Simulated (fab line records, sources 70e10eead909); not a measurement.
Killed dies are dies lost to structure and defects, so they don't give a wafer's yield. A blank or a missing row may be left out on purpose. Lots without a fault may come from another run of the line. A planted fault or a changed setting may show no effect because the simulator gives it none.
Tool commonality check | flow nand_harc | 13 lots, 39 wafers sampled

WHY IT WAS OPENED
At NHARC_A_ONON_D2_THK_MEAS_18 the reading thk_nm is flagged on 2 of 13 lots. Wafers without a fault read 1000 nm, standard deviation 11.
Rule: a lot is flagged when every wafer of it that has a number lies more than 4 standard deviations from that mean, or none has a number. The other lots count as sound.

lot  | measured     | on            | thk_nm (nm), wafer by wafer | flag
L814 | day 12 18:58 | film_metro-02 | 1000 1000 1001              |
L816 | day 13 13:52 | film_metro-02 | 1003 1004 1005              |
L815 | day 13 13:52 | film_metro-01 | 994 994 994                 |
L817 | day 14 00:19 | film_metro-02 | 1000 1000 999               |
L818 | day 14 13:49 | film_metro-02 | 999 999 998                 |
L820 | day 15 09:28 | film_metro-02 | 1020 1021 1019              |
L821 | day 15 15:55 | film_metro-02 | 995 997 996                 |
L822 | day 15 15:55 | film_metro-01 | 994 995 995                 |
L824 | day 17 01:47 | film_metro-01 | 1001 1000 1001              |
L826 | day 17 06:43 | film_metro-02 | 1002 1006 1003              |
L827 | day 18 17:53 | film_metro-02 | 1023 1025 1025              |
L835 | day 21 07:02 | film_metro-01 | 1496 1496 1494              | FLAGGED
L837 | day 22 10:20 | film_metro-01 | 1512 1510 1510              | FLAGGED
The numbers of the flagged lots are 1503 nm on average: +503 nm against the usual, or +46 standard deviations.

WHICH TOOL RAN EACH LOT
The record holds 2 process steps before the reading, out of a route of 1302 steps. In each cell: the tool, then ch and the chambers that the sampled wafers went through, then the start.
lot  | flag    | NHARC_A_DECK1_JOINT_CMP_02    | NHARC_A_ONON_D2_DEP_16
L814 |         | cmp-04 ch 0,1,3, day 12 06:20 | pecvd_onon-04 ch 0, day 12 18:34
L816 |         | cmp-04 ch 1,3, day 13 02:56   | pecvd_onon-04 ch 0, day 13 13:25
L815 |         | cmp-02 ch 0,1, day 13 02:56   | pecvd_onon-02 ch 0, day 13 13:25
L817 |         | cmp-02 ch 1,2, day 13 12:56   | pecvd_onon-02 ch 0, day 13 23:52
L818 |         | cmp-02 ch 1,2,3, day 14 02:52 | pecvd_onon-04 ch 0, day 14 13:18
L820 |         | cmp-01 ch 1,2,3, day 14 22:08 | pecvd_onon-04 ch 0, day 15 08:58
L821 |         | cmp-04 ch 1,2, day 15 04:59   | pecvd_onon-02 ch 0, day 15 15:24
L822 |         | cmp-01 ch 0,1,3, day 15 05:02 | pecvd_onon-04 ch 0, day 15 15:28
L824 |         | cmp-04 ch 1,2,3, day 16 14:14 | pecvd_onon-04 ch 0, day 17 01:17
L826 |         | cmp-04 ch 0,1,3, day 16 19:52 | pecvd_onon-04 ch 0, day 17 06:16
L827 |         | cmp-01 ch 1,2,3, day 18 06:52 | pecvd_onon-04 ch 0, day 18 17:23
L835 | FLAGGED | cmp-04 ch 1,2, day 20 19:10   | pecvd_onon-04 ch 0, day 21 06:32
L837 | FLAGGED | cmp-04 ch 1,3, day 21 21:42   | pecvd_onon-04 ch 0, day 22 09:56
What these steps do:
- NHARC_A_DECK1_JOINT_CMP_02: polishes SiOx.
- NHARC_A_ONON_D2_DEP_16: target thk 1000 nm.
- NHARC_A_ONON_D2_THK_MEAS_18: measures by ellipsometry.

FLAGGED OVER TOTAL, TOOL BY TOOL (the gauges that took the reading come last)
step                        | tool          | lots run | flagged | share of the flagged lots | sound lots run after its first flagged lot
NHARC_A_DECK1_JOINT_CMP_02  | cmp-01        | 3        | 0       | none                      | -
NHARC_A_DECK1_JOINT_CMP_02  | cmp-02        | 3        | 0       | none                      | -
NHARC_A_DECK1_JOINT_CMP_02  | cmp-04        | 7        | 2       | all                       | 0
NHARC_A_ONON_D2_DEP_16      | pecvd_onon-02 | 3        | 0       | none                      | -
NHARC_A_ONON_D2_DEP_16      | pecvd_onon-04 | 10       | 2       | all                       | 0
NHARC_A_ONON_D2_THK_MEAS_18 | film_metro-01 | 5        | 2       | all                       | 0
NHARC_A_ONON_D2_THK_MEAS_18 | film_metro-02 | 8        | 0       | none                      | -

WHAT THE TABLE ALLOWS
3 rows of the table ran every flagged lot: cmp-04 at NHARC_A_DECK1_JOINT_CMP_02, pecvd_onon-04 at NHARC_A_ONON_D2_DEP_16, film_metro-01 at NHARC_A_ONON_D2_THK_MEAS_18.
- cmp-04 at NHARC_A_DECK1_JOINT_CMP_02: 2 of its 7 lots flagged. Its last sound lot is L826 (day 16 19:52), its first flagged lot L835 (day 20 19:10): a fault that began between those two fits.
- pecvd_onon-04 at NHARC_A_ONON_D2_DEP_16: 2 of its 10 lots flagged. Its last sound lot is L827 (day 18 17:23), its first flagged lot L835 (day 21 06:32): a fault that began between those two fits.
- film_metro-01 at NHARC_A_ONON_D2_THK_MEAS_18: 2 of its 5 lots flagged. Its last sound lot is L824 (day 17 01:47), its first flagged lot L835 (day 21 07:02): a fault that began between those two fits.
Counting lots can't tell these 3 tools apart, because each fits a fault that began at some hour. More lots, or a look at what each step does to the wafer, might.

WHAT THE SIMULATOR HAD PUT IN
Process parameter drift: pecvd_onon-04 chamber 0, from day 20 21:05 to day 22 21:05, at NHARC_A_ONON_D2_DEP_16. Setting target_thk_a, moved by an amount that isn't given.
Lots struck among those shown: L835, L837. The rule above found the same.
